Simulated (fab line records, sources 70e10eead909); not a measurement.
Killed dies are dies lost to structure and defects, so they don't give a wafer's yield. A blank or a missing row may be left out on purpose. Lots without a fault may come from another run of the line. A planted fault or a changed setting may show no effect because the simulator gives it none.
Which tool did it? | flow nand_harc | 14 lots, 42 wafers sampled, at 5 steps of a route of 1302

WHAT THE GAUGES READ, wafer by wafer
NHARC_A_M0_CD_MEAS_09: target cd 80 nm. Usual: cd_nm 80.4 nm, standard deviation 0.78.
lot  | measured     | on        | cd_nm (nm)        | flag
L994 | day 22 18:19 | cd_sem-01 | 79.4 80.4 80.7    |
L995 | day 22 19:05 | cd_sem-01 | 80.9 80.3 80.0    |
L997 | day 23 07:51 | cd_sem-01 | 79.5 79.1 80.4    |
L996 | day 23 09:45 | cd_sem-01 | 79.3 80.2 80.0    |
L998 | day 23 22:50 | cd_sem-02 | 80.1 81.2 82.0    |
L999 | day 25 10:45 | cd_sem-02 | 80.7 80.7 79.5    |
L103 | day 26 04:01 | cd_sem-01 | 81.1 79.7 79.9    |
L105 | day 27 18:54 | cd_sem-03 | 81.8 80.1 82.2    |
L107 | day 27 19:59 | cd_sem-01 | 80.4 80.4 81.0    |
L106 | day 28 03:23 | cd_sem-02 | 81.7 80.1 80.4    |
L109 | day 28 16:25 | cd_sem-02 | 78.7 79.7 80.2    |
L108 | day 28 20:08 | cd_sem-02 | 79.4 79.2 80.5    |
L112 | day 29 22:05 | cd_sem-01 | 110.5 110.1 109.6 | OFF
L113 | day 30 02:40 | cd_sem-03 | 105.0 105.3 105.4 | OFF

WHICH TOOL RAN EACH LOT (tool, then ch and the chambers of the sampled wafers, then the start)
lot  | NHARC_A_CONTACT_ALD_18              | NHARC_A_CONTACT_CVD_19                   | NHARC_A_CONTACT_CMP_20        | NHARC_A_M0_EXPOSE_06
L994 | ald_metal-01 ch 1,2,3, day 22 12:16 | cvd_w-01 ch 0,1, day 22 13:20 or earlier | cmp-01 ch 1,2,3, day 22 13:20 | arfi_scanner-02 ch 0, day 22 18:10
L995 | ald_metal-03 ch 1,2, day 22 13:05   | cvd_w-02 ch 0,1, day 22 14:10 or earlier | cmp-04 ch 1,2, day 22 14:10   | arfi_scanner-01 ch 0, day 22 18:56
L997 | ald_metal-03 ch 1,2,3, day 23 02:04 | cvd_w-02 ch 0,1, day 23 03:11 or earlier | cmp-01 ch 0,1,2, day 23 03:11 | arfi_scanner-01 ch 0, day 23 07:43
L996 | ald_metal-04 ch 0,1,3, day 23 03:39 | cvd_w-01 ch 0,1, day 23 04:47 or earlier | cmp-04 ch 0,1,2, day 23 04:47 | arfi_scanner-03 ch 0, day 23 09:37
L998 | ald_metal-01 ch 1,2,3, day 23 16:37 | cvd_w-01 ch 0, day 23 17:41 or earlier   | cmp-01 ch 0,1,3, day 23 17:41 | arfi_scanner-02 ch 0, day 23 22:42
L999 | ald_metal-01 ch 0,2, day 25 04:42   | cvd_w-02 ch 0,1, day 25 05:49 or earlier | cmp-01 ch 1,2, day 25 05:49   | arfi_scanner-02 ch 0, day 25 10:37
L103 | ald_metal-01 ch 0,2,3, day 25 22:09 | cvd_w-02 ch 0,1, day 25 23:12 or earlier | cmp-03 ch 1,3, day 25 23:12   | arfi_scanner-03 ch 0, day 26 03:53
L105 | ald_metal-04 ch 0,1, day 27 12:50   | cvd_w-01 ch 0,1, day 27 13:55 or earlier | cmp-04 ch 1,2, day 27 13:55   | arfi_scanner-01 ch 0, day 27 18:45
L107 | ald_metal-03 ch 0,1,2, day 27 14:04 | cvd_w-01 ch 1, day 27 15:10 or earlier   | cmp-01 ch 0,1,2, day 27 15:10 | arfi_scanner-01 ch 0, day 27 19:50
L106 | ald_metal-04 ch 1,3, day 27 21:20   | cvd_w-02 ch 0,1, day 27 22:24 or earlier | cmp-03 ch 2,3, day 27 22:24   | arfi_scanner-03 ch 0, day 28 03:15
L109 | ald_metal-01 ch 0,1,2, day 28 10:26 | cvd_w-02 ch 0,1, day 28 11:34 or earlier | cmp-04 ch 1,2,3, day 28 11:34 | arfi_scanner-01 ch 0, day 28 16:17
L108 | ald_metal-03 ch 0,1,2, day 28 13:43 | cvd_w-01 ch 0,1, day 28 14:44 or earlier | cmp-01 ch 2,3, day 28 14:44   | arfi_scanner-03 ch 0, day 28 20:00
L112 | ald_metal-04 ch 0,2, day 29 16:10   | cvd_w-01 ch 0,1, day 29 17:16 or earlier | cmp-04 ch 0,1,3, day 29 17:16 | arfi_scanner-02 ch 0, day 29 21:57
L113 | ald_metal-04 ch 1,2,3, day 29 20:48 | cvd_w-02 ch 0,1, day 29 21:52 or earlier | cmp-03 ch 0,1,3, day 29 21:52 | arfi_scanner-02 ch 0, day 30 02:32
- NHARC_A_CONTACT_ALD_18: deposits TiN, target thk 3 nm, pulse time 1 s, ald cycles 150.
- NHARC_A_CONTACT_CVD_19: deposits W, target thk 300 nm, time 802 s.
- NHARC_A_CONTACT_CMP_20: polishes, t overpolish 30 s, target thk 300 nm.
- NHARC_A_M0_EXPOSE_06: exposes mask A M0, target cd 80 nm.

WHAT THE TOOLS THEMSELVES READ (means of the sampled wafers that have a number; where no wafer has one, the mark that the record gives instead)
NHARC_A_CONTACT_ALD_18. Usual: heater_power_w 1088 W, standard deviation 120; precursor_pulse_height_rel 0.999, standard deviation 0.021.
lot  | tool         | heater_power_w (W) | precursor_pulse_height_rel | flag
L994 | ald_metal-01 | 1095               | 0.998                      |
L995 | ald_metal-03 | 1024               | 0.997                      |
L997 | ald_metal-03 | 988                | 1.008                      |
L996 | ald_metal-04 | 1167               | 0.992                      |
L998 | ald_metal-01 | 1082               | 0.991                      |
L999 | ald_metal-01 | 958                | 1.002                      |
L103 | ald_metal-01 | 1047               | 1.018                      |
L105 | ald_metal-04 | 1189               | 1.004                      |
L107 | ald_metal-03 | 987                | 0.991                      |
L106 | ald_metal-04 | 1087               | 0.987                      |
L109 | ald_metal-01 | 1016               | 0.986                      |
L108 | ald_metal-03 | 995                | 1.024                      |
L112 | ald_metal-04 | 1267               | 0.982                      |
L113 | ald_metal-04 | 1138               | 0.989                      |

NHARC_A_CONTACT_CVD_19. Usual: heater_power_w 479 W, standard deviation 26; mfc_wf6_sccm 39.99 sccm, standard deviation 0.12; throttle_valve_pct 7.98 %, standard deviation 0.27.
lot  | tool     | heater_power_w (W) | mfc_wf6_sccm (sccm) | throttle_valve_pct (%) | flag
L994 | cvd_w-01 | 491                | 40.01               | 8.09                   |
L995 | cvd_w-02 | 473                | 39.88               | 7.88                   |
L997 | cvd_w-02 | 474                | 39.97               | 7.97                   |
L996 | cvd_w-01 | 486                | 39.95               | 8.13                   |
L998 | cvd_w-01 | 508                | 40.04               | 7.55                   |
L999 | cvd_w-02 | 461                | 39.98               | 8.10                   |
L103 | cvd_w-02 | 472                | 40.00               | 8.04                   |
L105 | cvd_w-01 | 507                | 40.10               | 8.04                   |
L107 | cvd_w-01 | 486                | 40.13               | 8.32                   |
L106 | cvd_w-02 | 463                | 40.12               | 8.00                   |
L109 | cvd_w-02 | 457                | 39.91               | 7.95                   |
L108 | cvd_w-01 | 496                | 40.00               | 8.31                   |
L112 | cvd_w-01 | 501                | 39.95               | 8.26                   |
L113 | cvd_w-02 | 465                | 39.93               | 7.64                   |

NHARC_A_CONTACT_CMP_20. Usual: motor_current_A 11.8 A, standard deviation 1.7; overpolish_run_s 30.000 s, standard deviation 0.0088; time_to_endpoint_s 61 s, standard deviation 3.3.
lot  | tool   | motor_current_A (A) | overpolish_run_s (s) | time_to_endpoint_s (s) | flag
L994 | cmp-01 | 11.6                | 29.999               | 64                     |
L995 | cmp-04 | 11.3                | 30.004               | 62                     |
L997 | cmp-01 | 11.9                | 29.997               | 62                     |
L996 | cmp-04 | 10.5                | 30.001               | 58                     |
L998 | cmp-01 | 11.7                | 30.000               | 62                     |
L999 | cmp-01 | 11.8                | 30.012               | 63                     |
L103 | cmp-03 | 12.3                | 30.007               | 59                     |
L105 | cmp-04 | 11.5                | 29.994               | 62                     |
L107 | cmp-01 | 11.6                | 30.005               | 64                     |
L106 | cmp-03 | 11.8                | 29.993               | 58                     |
L109 | cmp-04 | 11.8                | 29.994               | 62                     |
L108 | cmp-01 | 12.7                | 29.994               | 63                     |
L112 | cmp-04 | 10.8                | 30.006               | 63                     |
L113 | cmp-03 | 13.4                | 30.004               | 60                     |

NHARC_A_M0_EXPOSE_06. Usual: exposure_dose_mJ_cm2 83.7, standard deviation 0.69.
lot  | tool            | exposure_dose_mJ_cm2 | flag
L994 | arfi_scanner-02 | 83.2                 |
L995 | arfi_scanner-01 | 83.1                 |
L997 | arfi_scanner-01 | 84.6                 |
L996 | arfi_scanner-03 | 83.1                 |
L998 | arfi_scanner-02 | 83.3                 |
L999 | arfi_scanner-02 | 83.0                 |
L103 | arfi_scanner-03 | 83.2                 |
L105 | arfi_scanner-01 | 84.5                 |
L107 | arfi_scanner-01 | 84.5                 |
L106 | arfi_scanner-03 | 83.2                 |
L109 | arfi_scanner-01 | 84.6                 |
L108 | arfi_scanner-03 | 83.1                 |
L112 | arfi_scanner-02 | 129.5                | OFF
L113 | arfi_scanner-02 | 121.2                | OFF

THE ANSWER, worked out from the rows above alone
Rule: a lot is off if the mean of its wafers that have a number lies more than 3 standard deviations from the usual mean. A lot without any number at a reading at which 4 lots or more have one is off too. The other lots that the step has rows for count as sound. The gauges are gone through in route order, then the tools' own readings, and for those a lot's mean is taken as printed above. The first step at which some lot is off is used, and at that step the reading that is off furthest; a lot without a number counts as furthest.
Off: L112, L113, at NHARC_A_M0_CD_MEAS_09 (cd_nm).
A tool fits if, at a process step before that reading, it ran every lot that is off, and no sound lot after the first of them. The gauges at NHARC_A_M0_CD_MEAS_09 aren't tried: what is off there is off at NHARC_A_M0_EXPOSE_06 too, on other tools, and a gauge's error can't cause that. NHARC_A_CONTACT_CVD_19 gives no start for some lots, so the hours and the order of its lots are those of NHARC_A_CONTACT_CMP_20. Can't be told from this: 2 tools fit, ald_metal-04 at NHARC_A_CONTACT_ALD_18, arfi_scanner-02 at NHARC_A_M0_EXPOSE_06.

WHAT THE SIMULATOR HAD PUT IN
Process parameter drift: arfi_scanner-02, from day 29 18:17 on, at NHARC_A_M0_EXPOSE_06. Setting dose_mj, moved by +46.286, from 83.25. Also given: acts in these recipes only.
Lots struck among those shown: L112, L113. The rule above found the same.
